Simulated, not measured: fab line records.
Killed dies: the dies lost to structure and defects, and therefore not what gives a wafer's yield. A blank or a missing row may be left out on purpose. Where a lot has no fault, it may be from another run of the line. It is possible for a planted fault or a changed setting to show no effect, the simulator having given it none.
fab line records | flow nandHarc
record lots=6 wafers=17 lastDay=33
route steps=1302 shown A_STAIRCASE@796 END@1302
lots that met no fault: taken from a fault-free run of the same line
startH: hours from the record's first day to the start of the lot's first wafer shown | waitH: hours since the lot's step before | " same as the row above | L1.1+2: one row covering several wafers at once | - value missing, or start not given | * or withheld: withheld | < > ~ a bound
route shown NAME@n: NAME is a module with steps in the file, n the number in the route of the first one | usual: mean/standard deviation taken from wafers without a fault | same: alike in all rows | chamber/n: place in a boat | sites: the reading at each site | _std_site: how widely they spread, as a standard deviation | _edge_site: the outer-site mean with the inner-site mean subtracted | radiusMm: for every site, how far away it sits from the centre of the wafer | mask NAME#n: copy n | behind: the most recent tool/chamber to have shaped the wafer | hold: the reason the lot was held/the length of the hold in hours/how it ended | device: the transistor (n, p or np) that didn't switch | end of line: tests of these same wafers at the route's end | for a step that has no rows: nothing shown but its recipe | killed: dies lost to structure and defects at the first sort, not the wafer's yield | map: a wafer's dies, marking killed ones x, the rest . and places with no die _
set.NAME: the setting as run; set.NAME@STEP: as run at that earlier step | model.NAME: the simulator's own value behind a step, which no gauge read
lots at selected steps of the route; one table per step, one row per wafer
services: when a tool's chamber went out of use (startH, in hours from the record's first day, below 0 if earlier), for how many hours, and the reason
## steps
# step NHARC_A_STAIRCASE_DEP_280
# recipe targetThkA=300 targetThkNm=30 tempC=400 pressureTorr=3.5 flowSccm=200 rfW=350 material=SiON
# usual heaterPowerOuterW=444/53 heaterPowerW=745/91
# columns lot.wafer tool chamber startH waitH heaterPowerOuterW heaterPowerW
L347.3 pecvd-03 2 420.13 0.9 443 717
L347.2 " 0 " " 393 717
L347.4 " 1 " " 528 903
L350.2 pecvd-03 1 453.20 1.3 491 902
L350.6 " 1 " " 480 873
L350.5 " 2 " " 468 759
L355.5 pecvd-02 0 505.83 0.4 358 576
L355.4 " 2 " " 428 736
L357.2 pecvd-02 1 539.77 1.3 456 771
L357.1 " 2 " " 425 722
L357.5 " 1 " " 449 770
L361.1 pecvd-01 2 574.85 1.6 470 772
L361.2 " 1 " " 534 865
L361.3 " 1 " " 541 878
L365.1 pecvd-02 2 604.31 1.6 339 600
L365.3 " 0 " " 411 641
L365.5 " 2 " " 340 584
# step NHARC_A_STAIRCASE_DEHYDRATE_281
# recipe tempC=150 timeS=120
# step NHARC_A_STAIRCASE_HMDS_282
# recipe timeS=30
# step NHARC_A_STAIRCASE_COAT_283
# recipe spinRpm=1200
# step NHARC_A_STAIRCASE_SOFTBAKE_284
# recipe tempC=135 timeS=170
# step NHARC_A_STAIRCASE_EBR_285
# step NHARC_A_STAIRCASE_EXPOSE_286
# recipe na=0.5 doseMj=25.01 maskId=CHOP_100
# step NHARC_A_STAIRCASE_PEB_287
# recipe pebTempC=115 pebTimeS=130
# step NHARC_A_STAIRCASE_DEVELOP_288
# recipe timeS=140
# step NHARC_A_STAIRCASE_HARDBAKE_290
# recipe tempC=120 timeS=140
# step NHARC_A_STAIRCASE_DESCUM_291
# recipe timeS=3 o2FlowSccm=200 arFlowSccm=0 biasPowerW=0 chemistry=O2
# usual drypumpMotorCurrentA=5.6/0.37 oesProductAu=0.997/0.0089 rfVppV=57.6/0.8 showerheadPlenumPTorr=1.90/0.073 throttleValvePct=11.312/0.008
# columns lot.wafer tool chamber startH waitH drypumpMotorCurrentA oesProductAu rfHoursCounterH rfVppV showerheadPlenumPTorr throttleValvePct
L347.2 rieDiel-03 2 421.10 - 5.8 1.001 53 58.7 1.95 11.317
L347.3 " 3 " " 5.9 0.983 42 57.4 1.80 11.307
L347.4 " 1 " " 5.1 0.993 54 57.6 1.82 11.311
L350.2 rieDiel-13 3 454.14 - 5.5 1.012 22 57.4 1.92 11.314
L350.5 " 3 " " 5.5 1.006 - 57.3 1.92 11.312
L350.6 " 1 " " 5.9 0.991 - 58.3 1.86 11.308
L355.4 rieDiel-13 1 506.74 - 5.9 0.993 47 58.1 1.85 11.302
L355.5 " 3 " " 5.5 0.992 - 57.7 1.92 11.314
L357.2 rieDiel-13 2 540.72 - 5.2 1.009 3 57.6 1.96 11.301
L357.1 " 3 " " 5.5 0.992 2 57.9 1.92 11.302
L357.5 " 3 " " 5.6 0.996 - 58.0 1.92 11.306
L361.3 rieDiel-11 2 575.93 - 6.1 0.983 43 57.0 1.86 11.319
L361.1 " 3 " " 5.2 1.004 44 56.8 1.81 11.316
L361.2 " 0 " " 6.1 0.995 46 57.1 2.06 11.311
L365.3 rieDiel-11 3 605.31 - 5.2 1.000 54 58.4 1.81 11.307
L365.1 " 0 " " 6.2 0.998 56 59.3 2.06 11.319
L365.5 " 1 " " 5.6 0.999 - 58.6 2.00 11.333
# step NHARC_A_STAIRCASE_ETCH_292
# recipe cf4FlowSccm=100 chf3FlowSccm=30 arFlowSccm=0 rfW=500 biasW=200 chemistry=CF4/CHF3
# usual drypumpMotorCurrentA=5.6/0.37 oesProductAu=0.937/0.023 rfVppV=370.1/2.3 showerheadPlenumPTorr=1.56/0.061 throttleValvePct=16.802/0.009
# columns lot.wafer tool chamber startH waitH drypumpMotorCurrentA oesProductAu rfHoursCounterH rfVppV showerheadPlenumPTorr throttleValvePct
L347.4 rieDiel-03 3 421.19 0.1 5.9 0.907 42 368.8 1.49 16.816
L347.3 " 0 " " 5.9 0.937 47 366.5 1.52 16.809
L347.2 " 1 " " 5.1 0.931 54 368.6 1.50 16.813
L350.2 rieDiel-13 3 454.26 0.1 5.5 0.923 22 371.8 1.58 16.820
L350.5 " 2 " " 5.1 0.937 - 370.5 1.61 16.803
L350.6 " 3 " " 5.5 0.933 - 371.2 1.58 16.791
L355.4 rieDiel-13 0 506.83 0.1 5.3 0.873 45 370.7 1.58 16.808
L355.5 " 2 " " 5.1 0.871 - 371.5 1.61 16.804
L357.2 rieDiel-13 0 540.80 0.1 5.3 0.916 2 370.0 1.58 16.795
L357.1 " 3 " " 5.5 0.916 2 368.4 1.58 16.789
L357.5 " 1 " " 5.9 0.858 - 369.7 1.53 16.807
L361.1 rieDiel-11 0 576.00 0.1 6.1 0.910 46 373.8 1.69 16.807
L361.2 " 2 " " 6.1 0.928 43 369.2 1.53 16.801
L361.3 " 3 " " 5.1 0.922 44 366.6 1.49 16.793
L365.1 rieDiel-11 0 605.39 0.1 6.1 0.917 56 373.1 1.69 16.815
L365.3 " 2 " " 6.1 0.924 54 371.4 1.53 16.791
L365.5 " 0 " " 6.1 0.924 - 375.0 1.69 16.790
# step NHARC_A_STAIRCASE_HM_OPEN_460
# recipe o2FlowSccm=400 cosFlowSccm=20 arFlowSccm=0 rfW=500 biasW=300 chemistry=O2/COS
# usual drypumpMotorCurrentA=5.6/0.37 oesProductAu=0.997/0.009 rfVppV=466.6/2.6 showerheadPlenumPTorr=3.09/0.12 throttleValvePct=28.330/0.009
# columns lot.wafer tool chamber startH waitH drypumpMotorCurrentA oesProductAu rfHoursCounterH rfVppV showerheadPlenumPTorr throttleValvePct
L347.4 rieDiel-03 0 - - 5.9 1.007 47 466.9 3.01 28.329
L347.2 " 1 " " 5.1 0.995 54 464.8 2.98 28.330
L347.3 " 3 " " 5.9 0.983 42 464.6 2.95 28.339
L350.2 rieDiel-13 0 - - 5.3 1.000 27 466.9 3.14 28.332
L350.6 " 3 " " 5.5 1.013 - 466.8 3.14 28.337
L350.5 " 0 " " 5.3 1.010 - 468.2 3.14 28.338
L355.4 rieDiel-13 2 - - 5.2 1.012 40 468.9 3.19 28.323
L355.5 " 3 " " 5.5 0.990 - 467.2 3.13 28.331
L357.2 rieDiel-13 1 - - 5.9 0.987 3 464.8 3.03 28.325
L357.1 " 3 " " 5.5 0.992 2 466.4 3.13 28.343
L357.5 " 2 " " 5.2 1.003 - 467.6 3.19 28.323
L361.3 rieDiel-11 0 - - 6.1 0.996 46 472.9 3.35 28.330
L361.2 " 2 " " 6.1 0.999 43 465.7 3.04 28.326
L361.1 " 3 " " 5.2 1.000 44 464.0 2.96 28.325
L365.3 rieDiel-11 3 - - 5.1 1.003 54 464.3 2.96 28.335
L365.1 " 1 " " 5.5 0.996 56 469.4 3.26 28.338
L365.5 " 3 " " 5.2 0.988 - 462.0 2.96 28.343
# step NHARC_END_SORT_01
# recipe tempC=25
# usual killedAtArray=56/18 killedAtOther=1.4/1.5 killedAtPeriphery=4/3.1 killedDies=61/19 killedOpen=3.5/1.8 killedShort=2.4/1.4
# same grossDies=677
# columns lot.wafer tool chamber startH waitH killedAtArray killedAtOther killedAtPeriphery killedDies killedOpen killedShort
L347.2 prober-02 0 613.12 2.8 44 0 0 44 2 2
L347.3 prober-02 0 613.92 3.1 42 3 1 46 3 1
L347.4 prober-02 0 614.72 3.4 44 0 3 47 8 4
L350.2 prober-01 0 636.53 2.8 67 0 11 78 4 3
L350.5 prober-01 0 638.95 3.7 78 0 7 85 4 1
L350.6 prober-01 0 639.76 4.0 74 1 8 83 5 3
L355.4 prober-02 0 703.53 3.4 575 4 3 582 3 3
L355.5 prober-02 0 704.32 3.7 502 1 1 504 1 0
L357.1 prober-01 0 738.57 2.5 44 1 8 53 0 4
L357.2 prober-01 0 739.37 2.8 46 4 2 52 1 2
L357.5 prober-01 0 741.78 3.7 577 1 2 580 4 1
L361.1 prober-01 0 761.71 2.5 31 0 0 31 4 3
L361.2 prober-01 0 762.52 2.8 34 0 0 34 0 5
L361.3 prober-01 0 763.33 3.1 30 0 2 32 4 3
# killed by level:class
L347.2 A_CHANNEL_HOLE_D2:chamberFilmFlake=29 A_CHANNEL_FILL_D2:chamberFilmFlake=3 A_CHANNEL_HOLE_D1:chamberFilmFlake=2 A_STAIRCASE:chamberFilmFlake=2 A_CONTACT:chamberFilmFlake=2 A_ONON_D1:geometricParticle:short=1 A_CHANNEL_FILL_D1:geometricParticle:open=1 A_WL_FILL:geometricParticle:short=1
L347.3 A_CHANNEL_HOLE_D2:chamberFilmFlake=27 A_CONTACT:chamberFilmFlake=5 A_M0:geometricParticle:open=3 A_CHANNEL_HOLE_D1:chamberFilmFlake=3 THIN_TSV:chamberFilmFlake=3 A_CHANNEL_FILL_D2:chamberFilmFlake=2 A_ONON_D1:geometricParticle:short=1 P_ZERO_WELL:chamberFilmFlake=1
L347.4 A_CHANNEL_HOLE_D2:chamberFilmFlake=25 A_CONTACT:chamberFilmFlake=5 A_SLIT:chamberFilmFlake=3 A_SGD_CUT:geometricParticle:open=2 P_STI:geometricParticle:short=1 P_M0:geometricParticle:open=1 P_M1:geometricParticle:open=1 A_ONON_D1:geometricParticle:open=1
L350.2 A_CHANNEL_HOLE_D1:chamberFilmFlake=35 A_SLIT:chamberFilmFlake=19 A_CHANNEL_HOLE_D2:chamberFilmFlake=4 P_M2:chamberFilmFlake=3 P_BONDPAD:chamberFilmFlake=3 A_CHANNEL_FILL_D1:geometricParticle:open=2 P_STI:chamberFilmFlake=2 P_GATE:geometricParticle:short=1
L350.5 A_CHANNEL_HOLE_D1:chamberFilmFlake=31 A_SLIT:chamberFilmFlake=27 A_CHANNEL_HOLE_D2:chamberFilmFlake=12 P_BONDPAD:chamberFilmFlake=5 A_M0:geometricParticle:open=2 A_ONON_D2:geometricParticle:open=1 A_WL_FILL:geometricParticle:short=1 A_WL_FILL:geometricParticle:open=1
L350.6 A_SLIT:chamberFilmFlake=26 A_CHANNEL_HOLE_D1:chamberFilmFlake=22 A_CHANNEL_HOLE_D2:chamberFilmFlake=15 P_BONDPAD:chamberFilmFlake=3 P_STI:chamberFilmFlake=2 P_GATE:chamberFilmFlake=2 P_M0:geometricParticle:open=1 A_ONON_D1:geometricParticle:open=1
L355.4 A_STAIRCASE:areaEtch=545 A_CHANNEL_HOLE_D1:chamberFilmFlake=14 A_CONTACT:chamberFilmFlake=8 THIN_TSV:chamberFilmFlake=3 A_WL_FILL:chamberFilmFlake=2 P_CONTACT:geometricParticle:open=1 P_M2:geometricParticle:open=1 A_ONON_D1:geometricParticle:open=1
L355.5 A_STAIRCASE:areaEtch=473 A_CHANNEL_HOLE_D1:chamberFilmFlake=14 A_CONTACT:chamberFilmFlake=5 A_CHANNEL_FILL_D1:chamberFilmFlake=3 A_ZERO_WELL:chamberFilmFlake=2 A_SLIT:chamberFilmFlake=2 A_ONON_D2:geometricParticle:open=1 P_CONTACT:chamberFilmFlake=1
L357.1 A_CHANNEL_HOLE_D1:chamberFilmFlake=30 A_STAIRCASE:chamberFilmFlake=5 P_ZERO_WELL:chamberFilmFlake=4 P_GATE:chamberFilmFlake=3 A_SLIT:chamberFilmFlake=2 A_CONTACT:chamberFilmFlake=2 P_CONTACT:geometricParticle:short=1 A_ONON_D2:geometricParticle:short=1
L357.2 A_CHANNEL_HOLE_D1:chamberFilmFlake=33 A_SLIT:chamberFilmFlake=6 THIN_TSV:chamberFilmFlake=4 P_GATE:chamberFilmFlake=2 A_CHANNEL_FILL_D1:geometricParticle:open=1 A_ONON_D2:geometricParticle:short=1 A_CHANNEL_FILL_D2:geometricParticle:short=1 A_ZERO_WELL:chamberFilmFlake=1
L357.5 A_STAIRCASE:areaEtch=526 A_CHANNEL_HOLE_D1:chamberFilmFlake=34 A_SLIT:chamberFilmFlake=3 A_CHANNEL_FILL_D2:geometricParticle:open=2 P_ZERO_WELL:chamberFilmFlake=2 A_WL_FILL:chamberFilmFlake=2 A_STAIRCASE:chamberFilmFlake=2 A_CONTACT:chamberFilmFlake=2
L361.1 A_CHANNEL_HOLE_D1:chamberFilmFlake=11 A_SLIT:chamberFilmFlake=6 A_STAIRCASE:chamberFilmFlake=3 A_ONON_D1:geometricParticle:open=1 A_CHANNEL_HOLE_D1:geometricParticle:open=1 A_ONON_D2:geometricParticle:short=1 A_CHANNEL_HOLE_D2:geometricParticle:short=1 A_WL_FILL:geometricParticle:short=1
L361.2 A_CHANNEL_HOLE_D1:chamberFilmFlake=17 A_SLIT:chamberFilmFlake=5 A_ONON_D1:geometricParticle:short=2 A_CHANNEL_FILL_D1:chamberFilmFlake=2 A_BONDPAD:chamberFilmFlake=2 A_DECK1_JOINT:geometricParticle:short=1 A_ONON_D2:geometricParticle:short=1 A_SGD_CUT:geometricParticle:short=1
L361.3 A_CHANNEL_HOLE_D1:chamberFilmFlake=12 A_CONTACT:chamberFilmFlake=3 A_BONDPAD:chamberFilmFlake=3 A_CHANNEL_HOLE_D2:chamberFilmFlake=2 A_SLIT:chamberFilmFlake=2 P_M1:geometricParticle:open=1 A_CHANNEL_HOLE_D2:geometricParticle:open=1 A_CHANNEL_FILL_D2:geometricParticle:short=1
# map L355.4 (x killed, . not)
____________x____________
_________xxxxxx._________
_______xxxxxxxxxxx_______
______xxxxxxxxxxx.x______
_____xxxxxxxxxxxxxxx_____
____xxxxxxxx..xxxxxxx____
____xxxxxxxxxxx.xxxxx____
___xxxxxxxx.xxxxxxxxxx___
___xxxxx.xxxxxxxx.xxxx___
__xxxxxxxxxxxxxxxxxx..x__
__xxxxxxxxxxxxx.xx..x..__
_xxxxx.xxxxxxxx.xxxx.xxx_
_xxxxxxxxxxxxxxxx.xx..xx_
_xxxxxxxxx.xxxxxx.x.xxx._
_xxxxxxxxxxxxxxx.xxxxxxx_
_xxxxxxxxxxxxx....xx.xx._
xxxxxxxxxxxxxxxxxxxxx...x
xxxxxxx.xxxxxx.xx..x..xxx
xxxxxxxxxxx.xxx..xxxx.xxx
xxxxxxxxxxxx.x.xxxx.xx...
xxxxxxxxxxxxx..x.xxx.xx..
_xxxxxxxxxx.x.xxxxxx..xx_
_xxxxxxxxxx.xx.x..xx.x.._
_xxxxxxxxxx.xxxxx...x.xx_
_xxxxxxxxx.xx.xx.xxxxx.._
_xxxxxxxxxx.xxxx.xx.xx.x_
__xxxxx.xxxxx.xxx.xxxxx__
__xxxxxxxxxx.xxxxxxxxxx__
___xxxxxxxxxxxxxxxx.x.___
___xxxxxxxxxxxx.xxxxxx___
____xxxxxxxxxxxxxxxxx____
____xxxxxxxxxxxxxxx..____
_____xxxxxxxxx.xxx.x_____
______xxxxxxxxxxxx.______
_______xxxxxxx.xxx_______
_________xxxxxxx_________
____________x____________
# map L357.5 (x killed, . not)
____________x____________
_________xxxxxxx_________
_______xx.xxxxxxxx_______
______.x.x.xx..xxx.______
_____xxx.x.xxxxxx.xx_____
____x..xx.xxxxxxxxxxx____
____x..x.xx..xxxxxxxx____
___x.xxxxxxxxx...xxxxx___
___xx..xxxxxxxx.xxxxxx___
__.xxx.xxxxxx.xxxxxxxxx__
__x.x.x.xxxxxxxxxxxxxxx__
_.x.xxxxxx.xxxxxx..xxxxx_
_xx.x...xx.xxxxxxxxxxxxx_
_xx..xxx..xxxxxxxxxxxxxx_
_.x.x.xxxxxxxxxxxxxxx.xx_
_x..xxxxxxxxxxxxxxx.xxxx_
x...xx..xxxxxxxxxxxxxxxxx
x..xxxxxxxxxxxxxxxxxxxxxx
..xxxxx.xxxxx.xxxxxx.xxxx
..xx.xxxx.xxxxxxxxxxxxxxx
.x.x.xxxxxxxx..xxxxxxxxxx
_x.xxxxx.x.x.xxxxxxxxxxx_
_.xxxxxxxxxxxxxxxxxxxxxx_
_x.xxxxxxxxxx.xxxxxxxxxx_
_.xx.xxxxxxxxxxxxxxxxxxx_
_x.xxxxx.xxxxxxxxxxxxxxx_
__.xxxxxxxxxxxxxxxxxxxx__
__xxxxxxxxxxxxxxxxxxxxx__
___.x.xx.xxxxxxxxxxxxx___
___xxxxxxx.xxxxxxxxxxx___
____xxxxxxxxxxxxxxxxx____
____x.xxxxxxxxxxxxxxx____
_____..xxxxxxx.xxxxx_____
______.x.xxxx.xxxxx______
_______xxxx.xxxxxx_______
_________xxxxxxx_________
____________x____________
## services
# columns tool chamber startH hours kind
rieDiel-13 0 401.85 - clean
rieDiel-13 1 401.85 - clean
rieDiel-13 2 401.85 - clean
rieDiel-13 3 401.85 - clean
pecvd-02 0 403.53 16.5 repair
pecvd-02 - 408.09 13.0 pm
rieDiel-13 2 423.78 9.2 repair
rieDiel-11 1 423.84 6.5 repair
rieDiel-13 0 426.52 - clean
rieDiel-13 1 426.52 - clean
rieDiel-13 3 426.52 - clean
rieDiel-13 0 448.17 6.2 repair
rieDiel-13 1 451.71 - clean
rieDiel-13 2 451.71 - clean
rieDiel-03 - 458.39 9.0 pm
rieDiel-13 3 475.75 22.2 repair
rieDiel-03 0 481.35 3.6 repair
pecvd-03 - 486.13 2.0 repair
pecvd-01 - 492.35 13.0 pm
rieDiel-13 - 520.91 9.0 pm
pecvd-01 0 530.25 177.2 repair
rieDiel-13 - 530.61 0.6 repair
pecvd-03 - 547.09 13.0 pm
pecvd-02 - 589.09 13.0 pm
## key
firstSign step=NHARC_A_STAIRCASE_ETCH_292 reading=oesProductAu direction=down sigmas=3 usual=0.937 struck=0.868
effect step=NHARC_END_SORT_01 reading=killedAtArray direction=up sigmas=27 usual=56 struck=551
moreKillsBornAt NHARC_A_STAIRCASE_ETCH_292@rieDiel-13=1544
metAt NHARC_A_STAIRCASE_ETCH_292
struckWafers L355.4,L355.5,L357.5
laterRowsLeftOut L355.4,L355.5,L357.5
testerLeftOut L355,L357
onsetBetween 454.26 506.83
fault kind=processParameterDrift tool=rieDiel-13 chamber=- onsetH=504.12 steps=NHARC_A_STAIRCASE_ETCH_292 channel=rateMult offset=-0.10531 shape=step endH=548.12 scope=struckWafersOnly
# testerLeftOut: of these lots the tester's yield and bins aren't shown, on N5 and GAA mostly nor the transistor test; their killed dies are dies lost to structure and defects alone, not to doping, threshold or leakage, so they don't give the yield
# laterRowsLeftOut: the simulator's readings of these wafers behind a module that went badly wrong aren't trusted and aren't shown, but for the sort
